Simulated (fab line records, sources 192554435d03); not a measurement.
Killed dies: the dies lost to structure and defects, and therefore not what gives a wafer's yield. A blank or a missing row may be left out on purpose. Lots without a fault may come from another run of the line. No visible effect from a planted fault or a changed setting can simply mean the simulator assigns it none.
Which tool was responsible? / flow n5_finfet / 11 lots, 33 wafers sampled, at 5 steps of a route of 1938

WHAT THE GAUGES SHOWED, per wafer
The record lacks any reading of a measuring or inspecting step that a usual standard deviation could be used to judge.

TOOL THAT RAN EACH LOT (tool first, then ch and the chambers of the sampled wafers, then the start)
lot=L443; N5_PMOS_HMC_CHANNEL_EPI_ETCH_32=rie_diel-04 ch 0,2, day 1 23:32; N5_PASSIVATION_DEGAS_18=pvd_sputter-02, day 12 03:28; N5_PASSIVATION_AL_DEP_21=pvd_sputter-02, day 12 03:38; N5_PASSIVATION_DESCUM_46=rie_diel-03 ch 0,1, day 12 06:01; N5_PASSIVATION_PROBE_49=prober-02, day 12 09:04
lot=L450; N5_PMOS_HMC_CHANNEL_EPI_ETCH_32=rie_diel-04 ch 1,3, day 3 16:57; N5_PASSIVATION_DEGAS_18=pvd_sputter-03, day 13 20:38; N5_PASSIVATION_AL_DEP_21=pvd_sputter-03, day 13 20:49; N5_PASSIVATION_DESCUM_46=rie_diel-03 ch 1,2,3, day 13 23:24; N5_PASSIVATION_PROBE_49=prober-02, day 14 02:27
lot=L451; N5_PMOS_HMC_CHANNEL_EPI_ETCH_32=rie_diel-04 ch 0,1,2, day 3 23:45; N5_PASSIVATION_DEGAS_18=pvd_sputter-03, day 13 21:01; N5_PASSIVATION_AL_DEP_21=pvd_sputter-03, day 13 21:12; N5_PASSIVATION_DESCUM_46=rie_diel-05 ch 1,2, day 13 23:44; N5_PASSIVATION_PROBE_49=prober-01, day 14 03:57
lot=L456; N5_PMOS_HMC_CHANNEL_EPI_ETCH_32=rie_diel-02 ch 0,1,2, day 5 06:04; N5_PASSIVATION_DEGAS_18=pvd_sputter-01, day 14 19:42; N5_PASSIVATION_AL_DEP_21=pvd_sputter-01, day 14 19:53; N5_PASSIVATION_DESCUM_46=rie_diel-05 ch 0,2,3, day 14 22:19; N5_PASSIVATION_PROBE_49=prober-02, day 15 01:24
lot=L457; N5_PMOS_HMC_CHANNEL_EPI_ETCH_32=rie_diel-02 ch 0,1,2, day 5 12:56; N5_PASSIVATION_DEGAS_18=pvd_sputter-02, day 15 06:17; N5_PASSIVATION_AL_DEP_21=pvd_sputter-02, day 15 06:28; N5_PASSIVATION_DESCUM_46=rie_diel-03 ch 0,1,2, day 15 09:41; N5_PASSIVATION_PROBE_49=prober-01, day 15 12:48
lot=L459; N5_PMOS_HMC_CHANNEL_EPI_ETCH_32=rie_diel-02 ch 1,3, day 6 00:16; N5_PASSIVATION_DEGAS_18=pvd_sputter-01, day 15 11:17; N5_PASSIVATION_AL_DEP_21=pvd_sputter-01, day 15 11:28; N5_PASSIVATION_DESCUM_46=rie_diel-01 ch 0,2, day 15 14:11; N5_PASSIVATION_PROBE_49=-
lot=L460; N5_PMOS_HMC_CHANNEL_EPI_ETCH_32=rie_diel-04 ch 0,2,3, day 6 05:31; N5_PASSIVATION_DEGAS_18=pvd_sputter-03, day 17 08:29; N5_PASSIVATION_AL_DEP_21=pvd_sputter-03, day 17 08:40; N5_PASSIVATION_DESCUM_46=rie_diel-05 ch 1,2,3, day 17 11:08; N5_PASSIVATION_PROBE_49=prober-02, day 17 14:52
lot=L461; N5_PMOS_HMC_CHANNEL_EPI_ETCH_32=rie_diel-06 ch 0,1,2, day 6 12:05; N5_PASSIVATION_DEGAS_18=pvd_sputter-03, day 17 17:11; N5_PASSIVATION_AL_DEP_21=pvd_sputter-03, day 17 17:22; N5_PASSIVATION_DESCUM_46=rie_diel-03 ch 0,1,3, day 17 19:41; N5_PASSIVATION_PROBE_49=prober-02, day 17 22:43
lot=L463; N5_PMOS_HMC_CHANNEL_EPI_ETCH_32=rie_diel-06 ch 1,2, day 7 00:25; N5_PASSIVATION_DEGAS_18=pvd_sputter-03, day 17 22:49; N5_PASSIVATION_AL_DEP_21=pvd_sputter-03, day 17 22:59; N5_PASSIVATION_DESCUM_46=rie_diel-01 ch 0,1,2, day 18 01:35; N5_PASSIVATION_PROBE_49=prober-02, day 18 05:18
lot=L464; N5_PMOS_HMC_CHANNEL_EPI_ETCH_32=rie_diel-04 ch 0,2, day 7 06:06; N5_PASSIVATION_DEGAS_18=pvd_sputter-02, day 18 20:32; N5_PASSIVATION_AL_DEP_21=pvd_sputter-02, day 18 20:43; N5_PASSIVATION_DESCUM_46=rie_diel-03 ch 0,1,3, day 18 23:35; N5_PASSIVATION_PROBE_49=prober-02, day 19 02:43
lot=L465; N5_PMOS_HMC_CHANNEL_EPI_ETCH_32=rie_diel-06 ch 0,1,3, day 7 11:43; N5_PASSIVATION_DEGAS_18=pvd_sputter-03, day 17 22:23; N5_PASSIVATION_AL_DEP_21=pvd_sputter-03, day 17 22:34; N5_PASSIVATION_DESCUM_46=rie_diel-03 ch 0,2,3, day 18 01:02; N5_PASSIVATION_PROBE_49=prober-02, day 18 04:07
- N5_PMOS_HMC_CHANNEL_EPI_ETCH_32: etches BARC in N2/H2, stops on SiO2, target depth 85.8 nm, time 50.3 s.
- N5_PASSIVATION_DEGAS_18: time 60 s.
- N5_PASSIVATION_AL_DEP_21: deposits Al, target thk 2800 nm, time 170 s.
- N5_PASSIVATION_DESCUM_46: chemistry O2, time 7.9 s.
- N5_PASSIVATION_PROBE_49

AS READ BY THE TOOLS THEMSELVES (means over the sampled wafers that have a number; for cases with no such wafer, the mark the record gives instead)
N5_PMOS_HMC_CHANNEL_EPI_ETCH_32. Usual: drypump_motor_current_A 5.6 A, standard deviation 0.35; oes_product_au 0.68 a.u., standard deviation 0.061; rf_vpp_V 524.5 V, standard deviation 2; showerhead_plenum_p_Torr 2.57 Torr, standard deviation 0.069; throttle_valve_pct 17.87 %, standard deviation 0.25.
lot=L443; tool=rie_diel-04; drypump_motor_current_A (A)=6.1; oes_product_au (a.u.)=0.65; rf_vpp_V (V)=526.2; showerhead_plenum_p_Torr (Torr)=2.61; throttle_valve_pct (%)=17.63; flag=
lot=L450; tool=rie_diel-04; drypump_motor_current_A (A)=5.7; oes_product_au (a.u.)=0.72; rf_vpp_V (V)=524.2; showerhead_plenum_p_Torr (Torr)=2.54; throttle_valve_pct (%)=17.80; flag=
lot=L451; tool=rie_diel-04; drypump_motor_current_A (A)=5.9; oes_product_au (a.u.)=0.68; rf_vpp_V (V)=524.0; showerhead_plenum_p_Torr (Torr)=2.55; throttle_valve_pct (%)=17.67; flag=
lot=L456; tool=rie_diel-02; drypump_motor_current_A (A)=5.7; oes_product_au (a.u.)=0.67; rf_vpp_V (V)=524.5; showerhead_plenum_p_Torr (Torr)=2.60; throttle_valve_pct (%)=18.20; flag=
lot=L457; tool=rie_diel-02; drypump_motor_current_A (A)=5.7; oes_product_au (a.u.)=0.67; rf_vpp_V (V)=525.2; showerhead_plenum_p_Torr (Torr)=2.59; throttle_valve_pct (%)=18.20; flag=
lot=L459; tool=rie_diel-02; drypump_motor_current_A (A)=5.8; oes_product_au (a.u.)=0.76; rf_vpp_V (V)=525.0; showerhead_plenum_p_Torr (Torr)=2.60; throttle_valve_pct (%)=17.98; flag=
lot=L460; tool=rie_diel-04; drypump_motor_current_A (A)=5.8; oes_product_au (a.u.)=0.64; rf_vpp_V (V)=525.7; showerhead_plenum_p_Torr (Torr)=2.60; throttle_valve_pct (%)=17.77; flag=
lot=L461; tool=rie_diel-06; drypump_motor_current_A (A)=5.5; oes_product_au (a.u.)=0.67; rf_vpp_V (V)=523.6; showerhead_plenum_p_Torr (Torr)=2.56; throttle_valve_pct (%)=17.83; flag=
lot=L463; tool=rie_diel-06; drypump_motor_current_A (A)=5.8; oes_product_au (a.u.)=0.72; rf_vpp_V (V)=522.5; showerhead_plenum_p_Torr (Torr)=2.51; throttle_valve_pct (%)=17.86; flag=
lot=L464; tool=rie_diel-04; drypump_motor_current_A (A)=6.0; oes_product_au (a.u.)=0.64; rf_vpp_V (V)=525.9; showerhead_plenum_p_Torr (Torr)=2.60; throttle_valve_pct (%)=17.70; flag=
lot=L465; tool=rie_diel-06; drypump_motor_current_A (A)=5.3; oes_product_au (a.u.)=0.63; rf_vpp_V (V)=523.8; showerhead_plenum_p_Torr (Torr)=2.54; throttle_valve_pct (%)=17.98; flag=

N5_PASSIVATION_DEGAS_18. Usual: heater_power_w 472 W, standard deviation 39.
lot=L443; tool=pvd_sputter-02; heater_power_w (W)=451; flag=
lot=L450; tool=pvd_sputter-03; heater_power_w (W)=436; flag=
lot=L451; tool=pvd_sputter-03; heater_power_w (W)=469; flag=
lot=L456; tool=pvd_sputter-01; heater_power_w (W)=503; flag=
lot=L457; tool=pvd_sputter-02; heater_power_w (W)=452; flag=
lot=L459; tool=pvd_sputter-01; heater_power_w (W)=494; flag=
lot=L460; tool=pvd_sputter-03; heater_power_w (W)=471; flag=
lot=L461; tool=pvd_sputter-03; heater_power_w (W)=477; flag=
lot=L463; tool=pvd_sputter-03; heater_power_w (W)=453; flag=
lot=L464; tool=pvd_sputter-02; heater_power_w (W)=476; flag=
lot=L465; tool=pvd_sputter-03; heater_power_w (W)=479; flag=

N5_PASSIVATION_AL_DEP_21. Usual: throttle_valve_pct 30.3 %, standard deviation 1.1.
lot=L443; tool=pvd_sputter-02; throttle_valve_pct (%)=30.5; flag=
lot=L450; tool=pvd_sputter-03; throttle_valve_pct (%)=30.1; flag=
lot=L451; tool=pvd_sputter-03; throttle_valve_pct (%)=29.8; flag=
lot=L456; tool=pvd_sputter-01; throttle_valve_pct (%)=29.0; flag=
lot=L457; tool=pvd_sputter-02; throttle_valve_pct (%)=30.6; flag=
lot=L459; tool=pvd_sputter-01; throttle_valve_pct (%)=29.9; flag=
lot=L460; tool=pvd_sputter-03; throttle_valve_pct (%)=29.9; flag=
lot=L461; tool=pvd_sputter-03; throttle_valve_pct (%)=30.8; flag=
lot=L463; tool=pvd_sputter-03; throttle_valve_pct (%)=29.9; flag=
lot=L464; tool=pvd_sputter-02; throttle_valve_pct (%)=30.6; flag=
lot=L465; tool=pvd_sputter-03; throttle_valve_pct (%)=30.7; flag=

N5_PASSIVATION_DESCUM_46. Usual: drypump_motor_current_A 5.6 A, standard deviation 0.41; oes_product_au 0.81 a.u., standard deviation 0.084; rf_vpp_V 243.8 V, standard deviation 1.1; showerhead_plenum_p_Torr 2.13 Torr, standard deviation 0.042; temp_c 40.00 C, standard deviation 0.099; throttle_valve_pct 20.33 %, standard deviation 0.24.
lot=L443; tool=rie_diel-03; drypump_motor_current_A (A)=5.5; oes_product_au (a.u.)=0.84; rf_vpp_V (V)=244.7; showerhead_plenum_p_Torr (Torr)=2.16; temp_c (C)=40.11; throttle_valve_pct (%)=20.46; flag=
lot=L450; tool=rie_diel-03; drypump_motor_current_A (A)=5.3; oes_product_au (a.u.)=0.80; rf_vpp_V (V)=242.8; showerhead_plenum_p_Torr (Torr)=2.14; temp_c (C)=39.94; throttle_valve_pct (%)=20.32; flag=
lot=L451; tool=rie_diel-05; drypump_motor_current_A (A)=5.4; oes_product_au (a.u.)=0.76; rf_vpp_V (V)=243.4; showerhead_plenum_p_Torr (Torr)=2.09; temp_c (C)=40.04; throttle_valve_pct (%)=20.17; flag=
lot=L456; tool=rie_diel-05; drypump_motor_current_A (A)=6.0; oes_product_au (a.u.)=0.90; rf_vpp_V (V)=242.9; showerhead_plenum_p_Torr (Torr)=2.09; temp_c (C)=40.04; throttle_valve_pct (%)=20.18; flag=
lot=L457; tool=rie_diel-03; drypump_motor_current_A (A)=5.5; oes_product_au (a.u.)=0.83; rf_vpp_V (V)=244.6; showerhead_plenum_p_Torr (Torr)=2.15; temp_c (C)=39.99; throttle_valve_pct (%)=20.27; flag=
lot=L459; tool=rie_diel-01; drypump_motor_current_A (A)=6.0; oes_product_au (a.u.)=0.74; rf_vpp_V (V)=244.4; showerhead_plenum_p_Torr (Torr)=2.14; temp_c (C)=40.00; throttle_valve_pct (%)=20.52; flag=
lot=L460; tool=rie_diel-05; drypump_motor_current_A (A)=5.6; oes_product_au (a.u.)=0.79; rf_vpp_V (V)=242.3; showerhead_plenum_p_Torr (Torr)=2.07; temp_c (C)=39.99; throttle_valve_pct (%)=20.33; flag=
lot=L461; tool=rie_diel-03; drypump_motor_current_A (A)=5.5; oes_product_au (a.u.)=0.82; rf_vpp_V (V)=244.3; showerhead_plenum_p_Torr (Torr)=2.15; temp_c (C)=40.04; throttle_valve_pct (%)=20.36; flag=
lot=L463; tool=rie_diel-01; drypump_motor_current_A (A)=5.8; oes_product_au (a.u.)=0.73; rf_vpp_V (V)=244.0; showerhead_plenum_p_Torr (Torr)=2.14; temp_c (C)=39.92; throttle_valve_pct (%)=20.57; flag=
lot=L464; tool=rie_diel-03; drypump_motor_current_A (A)=5.5; oes_product_au (a.u.)=0.81; rf_vpp_V (V)=243.3; showerhead_plenum_p_Torr (Torr)=2.14; temp_c (C)=39.99; throttle_valve_pct (%)=20.36; flag=
lot=L465; tool=rie_diel-03; drypump_motor_current_A (A)=5.5; oes_product_au (a.u.)=0.86; rf_vpp_V (V)=243.7; showerhead_plenum_p_Torr (Torr)=2.15; temp_c (C)=40.04; throttle_valve_pct (%)=20.13; flag=

N5_PASSIVATION_PROBE_49. Usual: defect_limited_yield 91.1 %, standard deviation 1.3; killed_at_M0_to_M3 35, standard deviation 11; killed_at_M4_up 13, standard deviation 5.4; killed_at_contacts 14, standard deviation 6.5; killed_at_front_end 41, standard deviation 11; killed_at_other 4, standard deviation 3.1; killed_dies 106, standard deviation 15; killed_open 69, standard deviation 12; killed_short 35, standard deviation 7; sort_bin_4_leakage 0.01 %, standard deviation 0.078; sort_bin_5_function 5.2 %, standard deviation 0.86; sort_bin_6_memory 3.4 %, standard deviation 0.64; sort_n_pass 1074, standard deviation 15; sort_yield_pct 91.0 %, standard deviation 1.3.
lot=L443; tool=prober-02; defect_limited_yield (%)=91.1; killed_at_M0_to_M3=27; killed_at_M4_up=14; killed_at_contacts=14; killed_at_front_end=46; killed_at_other=3; killed_dies=105; killed_open=66; killed_short=36; sort_bin_4_leakage (%)=0.00; sort_bin_5_function (%)=5.1; sort_bin_6_memory (%)=3.4; sort_n_pass=1075; sort_yield_pct (%)=91.1; flag=
lot=L450; tool=prober-02; defect_limited_yield (%)=83.9; killed_at_M0_to_M3=44; killed_at_M4_up=8; killed_at_contacts=6; killed_at_front_end=129; killed_at_other=3; killed_dies=190; killed_open=55; killed_short=25; sort_bin_4_leakage (%)=0.25; sort_bin_5_function (%)=9.9; sort_bin_6_memory (%)=3.8; sort_n_pass=987; sort_yield_pct (%)=83.6; flag=OFF
lot=L451; tool=prober-01; defect_limited_yield (%)=82.5; killed_at_M0_to_M3=22; killed_at_M4_up=6; killed_at_contacts=13; killed_at_front_end=162; killed_at_other=4; killed_dies=207; killed_open=54; killed_short=29; sort_bin_4_leakage (%)=0.00; sort_bin_5_function (%)=11.2; sort_bin_6_memory (%)=3.6; sort_n_pass=973; sort_yield_pct (%)=82.5; flag=OFF
lot=L456; tool=prober-02; defect_limited_yield (%)=90.2; killed_at_M0_to_M3=46; killed_at_M4_up=9; killed_at_contacts=19; killed_at_front_end=39; killed_at_other=3; killed_dies=116; killed_open=76; killed_short=39; sort_bin_4_leakage (%)=0.00; sort_bin_5_function (%)=5.8; sort_bin_6_memory (%)=3.7; sort_n_pass=1064; sort_yield_pct (%)=90.2; flag=
lot=L457; tool=prober-01; defect_limited_yield (%)=89.1; killed_at_M0_to_M3=50; killed_at_M4_up=11; killed_at_contacts=21; killed_at_front_end=40; killed_at_other=7; killed_dies=129; killed_open=83; killed_short=43; sort_bin_4_leakage (%)=0.00; sort_bin_5_function (%)=6.6; sort_bin_6_memory (%)=4.0; sort_n_pass=1051; sort_yield_pct (%)=89.1; flag=
lot=L460; tool=prober-02; defect_limited_yield (%)=91.1; killed_at_M0_to_M3=39; killed_at_M4_up=17; killed_at_contacts=9; killed_at_front_end=37; killed_at_other=2; killed_dies=105; killed_open=67; killed_short=36; sort_bin_4_leakage (%)=0.00; sort_bin_5_function (%)=5.0; sort_bin_6_memory (%)=3.5; sort_n_pass=1075; sort_yield_pct (%)=91.1; flag=
lot=L461; tool=prober-02; defect_limited_yield (%)=91.7; killed_at_M0_to_M3=42; killed_at_M4_up=18; killed_at_contacts=8; killed_at_front_end=27; killed_at_other=2; killed_dies=98; killed_open=62; killed_short=33; sort_bin_4_leakage (%)=0.00; sort_bin_5_function (%)=5.2; sort_bin_6_memory (%)=2.8; sort_n_pass=1082; sort_yield_pct (%)=91.7; flag=
lot=L463; tool=prober-02; defect_limited_yield (%)=90.8; killed_at_M0_to_M3=52; killed_at_M4_up=8; killed_at_contacts=12; killed_at_front_end=33; killed_at_other=3; killed_dies=109; killed_open=66; killed_short=43; sort_bin_4_leakage (%)=0.00; sort_bin_5_function (%)=5.0; sort_bin_6_memory (%)=4.0; sort_n_pass=1071; sort_yield_pct (%)=90.8; flag=
lot=L464; tool=prober-02; defect_limited_yield (%)=91.0; killed_at_M0_to_M3=35; killed_at_M4_up=13; killed_at_contacts=9; killed_at_front_end=49; killed_at_other=0; killed_dies=106; killed_open=69; killed_short=36; sort_bin_4_leakage (%)=0.00; sort_bin_5_function (%)=5.6; sort_bin_6_memory (%)=3.1; sort_n_pass=1074; sort_yield_pct (%)=91.0; flag=
lot=L465; tool=prober-02; defect_limited_yield (%)=91.2; killed_at_M0_to_M3=21; killed_at_M4_up=10; killed_at_contacts=14; killed_at_front_end=55; killed_at_other=3; killed_dies=104; killed_open=70; killed_short=30; sort_bin_4_leakage (%)=0.00; sort_bin_5_function (%)=4.8; sort_bin_6_memory (%)=3.7; sort_n_pass=1076; sort_yield_pct (%)=91.2; flag=

THE ANSWER, worked out from the rows above alone
Rule: take the mean of a lot's wafers that have a number; if it is more than 3 standard deviations from the usual mean, the lot is off. A lot without any number at a reading at which 4 lots or more have one is off too. Where the step has rows for the other lots, those lots are counted as sound. The gauges are gone through in route order, then the tools' own readings, and for those a lot's mean is taken as printed above. The first step at which some lot is off is used, and at that step the reading that is off furthest; a lot without a number counts as furthest.
Off: L450, L451, at N5_PASSIVATION_PROBE_49 (killed_at_front_end). Neither off nor sound, because the step has no rows for them: L459.
If a tool, at that step or one of the process steps before it, ran each lot that is off and ran no sound lot following the first of them, it fits. None of those tried fits.

WHAT WAS PUT IN BY THE SIMULATOR
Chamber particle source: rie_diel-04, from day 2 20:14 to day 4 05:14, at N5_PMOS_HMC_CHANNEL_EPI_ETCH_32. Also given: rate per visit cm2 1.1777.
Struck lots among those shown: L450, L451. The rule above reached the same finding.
